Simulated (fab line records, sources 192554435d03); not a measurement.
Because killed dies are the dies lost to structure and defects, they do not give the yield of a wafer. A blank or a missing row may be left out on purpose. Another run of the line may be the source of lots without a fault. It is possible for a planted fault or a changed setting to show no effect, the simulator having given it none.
Which tool did it? | flow n5-finfet | 10 lots with 30 wafers sampled at 2 steps, on a route of 1938 steps

## WHAT THE GAUGES READ, wafer by wafer
N5_BEOL_M4_RC_MEAS_101. Usual: DIBL_N 36.4 mV/V, standard deviation 1.4; DIBL_P 36.4 mV/V, standard deviation 1.5; IOFF_N 0.156 nA/um, standard deviation 0.022; IOFF_P 0.210 nA/um, standard deviation 0.023; ION_N 675 uA/um, standard deviation 9.1; ION_P 463 uA/um, standard deviation 5.7; SS_N 71.6 mV/dec, standard deviation 0.45; SS_P 73.3 mV/dec, standard deviation 0.56; VT_N 250 mV, standard deviation 3.1; VT_P -250.3 mV, standard deviation 2.3.
lot  | measured     | on        | DIBL_N (mV/V)  | DIBL_P (mV/V)  | IOFF_N (nA/um)    | IOFF_P (nA/um)    | ION_N (uA/um) | ION_P (uA/um) | SS_N (mV/dec)  | SS_P (mV/dec)  | VT_N (mV)   | VT_P (mV)            | flag
L379 | day 9 06:28  | prober-01 | 35.5 38.7 37.8 | 32.1 36.9 35.6 | 0.117 0.175 0.158 | 0.181 0.263 0.238 | 667 674 680   | 459 463 465   | 71.3 72.3 72.1 | 73.0 73.6 74.2 | 259 249 251 | -252.0 -247.5 -249.4 |
L380 | day 9 10:19  | prober-01 | 36.4 34.4 35.7 | 38.4 36.0 37.3 | 0.172 0.147 0.159 | 0.220 0.183 0.201 | 680 676 680   | 464 466 463   | 71.4 71.8 71.4 | 73.1 73.3 73.2 | 248 251 252 | -247.6 -254.1 -251.3 |
L382 | day 9 12:20  | prober-01 | 36.2 36.3 35.1 | 35.6 34.6 34.0 | 0.170 0.162 0.144 | 0.205 0.180 0.169 | 681 673 677   | 461 455 454   | 72.0 71.7 71.5 | 73.3 73.7 73.6 | 244 249 250 | -249.8 -252.2 -253.3 |
L387 | day 11 01:58 | prober-01 | 36.7 38.2 35.7 | 39.1 40.0 37.9 | 0.176 0.215 0.169 | 0.239 0.259 0.216 | 683 691 676   | 470 466 460   | 72.3 71.8 71.2 | 74.5 73.4 73.3 | 245 243 245 | -248.6 -246.6 -248.6 |
L388 | day 11 09:09 | prober-01 | 36.8 36.9 35.2 | 37.6 37.7 36.0 | 0.161 0.157 0.137 | 0.204 0.212 0.183 | 683 670 667   | 463 457 458   | 71.3 71.6 71.2 | 72.9 73.1 73.0 | 250 253 253 | -250.2 -247.6 -249.6 |
L391 | day 11 17:19 | prober-01 | 35.0 36.0 35.3 | 35.1 36.3 35.5 | 0.130 0.140 0.128 | 0.182 0.199 0.185 | 666 671 659   | 459 462 457   | 71.2 71.7 71.4 | 72.8 74.3 74.0 | 252 253 255 | -256.3 -251.6 -253.3 |
L397 | day 13 18:05 | prober-02 | 39.0 37.2 37.0 | 37.6 35.8 35.3 | 0.191 0.156 0.150 | 0.251 0.227 0.210 | 683 678 674   | 470 469 462   | 72.0 71.0 71.3 | 73.5 73.2 73.4 | 250 251 253 | -247.7 -247.3 -249.9 |
L398 | day 13 23:07 | prober-02 | 34.7 34.6 33.9 | 36.0 35.4 34.7 | 0.134 0.130 0.116 | 0.192 0.187 0.168 | 678 661 665   | 465 459 456   | 71.1 71.7 71.0 | 72.3 72.1 72.4 | 252 251 254 | -251.0 -251.1 -252.2 |
L401 | day 14 15:42 | prober-02 | 37.2 36.8 35.9 | 38.6 37.0 35.9 | 0.187 0.166 0.152 | 0.259 0.228 0.212 | 685 671 675   | 477 465 467   | 72.3 72.1 71.6 | 73.5 74.1 73.8 | 246 248 249 | -249.3 -249.0 -250.1 |
L402 | day 15 06:20 | prober-02 | 37.0 35.1 36.8 | 38.0 36.5 38.2 | 0.164 0.139 0.174 | 0.233 0.205 0.235 | 669 669 676   | 468 465 467   | 71.6 71.4 71.8 | 73.6 72.4 72.8 | 250 252 249 | -249.7 -248.6 -249.1 |

N5_MIM_BOT_LITHO_INSPECT_12: inspects for defects (macro). Usual: raw-defect-count reads 2.1 (standard deviation 1.5).
lot  | measured     | on                | raw-defect-count | flag
L379 | day 13 00:19 | defect-inspect-02 | 2 1 3            |
L380 | day 13 11:02 | defect-inspect-02 | 2 0 1            |
L382 | day 13 16:29 | defect-inspect-01 | 1 2 4            |
L387 | day 15 11:14 | defect-inspect-02 | 4 2 1            |
L388 | day 15 13:37 | defect-inspect-02 | 2 2 0            |
L391 | day 15 17:43 | defect-inspect-02 | 0 4 3            |
L397 | day 17 22:34 | defect-inspect-02 | 4 2 0            |
L398 | day 18 00:14 | defect-inspect-01 | 1 4 0            |
L401 | day 19 10:39 | defect-inspect-02 | 6 1 4            |
L402 | day 19 03:16 | defect-inspect-01 | 1 1 3            |

## EACH LOT AND THE TOOL THAT RAN IT (in order: tool; ch and the chambers of the sampled wafers; start)
The record shows no process step preceding these readings.

## AS READ BY THE TOOLS THEMSELVES (means over the sampled wafers that have a number; for cases with no such wafer, the mark the record gives instead)
The record holds no such reading with a usual standard deviation.

## THE ANSWER, worked out from the rows above alone
Rule: a lot counts as off when the mean over its wafers that have a number is more than 3 standard deviations away from the usual mean. Also off: a lot with no number at a reading for which 4 or more lots have one. The other lots that the step has rows for count as sound. The gauges are gone through in route order, then the tools' own readings, and for those a lot's mean is taken as printed above. At the first step where some lot is off, the reading lying furthest off is the one used; lots without a number count as furthest.
Nothing can be told from this: no lot is off at any reading shown.

## WHAT THE SIMULATOR HAD PUT IN
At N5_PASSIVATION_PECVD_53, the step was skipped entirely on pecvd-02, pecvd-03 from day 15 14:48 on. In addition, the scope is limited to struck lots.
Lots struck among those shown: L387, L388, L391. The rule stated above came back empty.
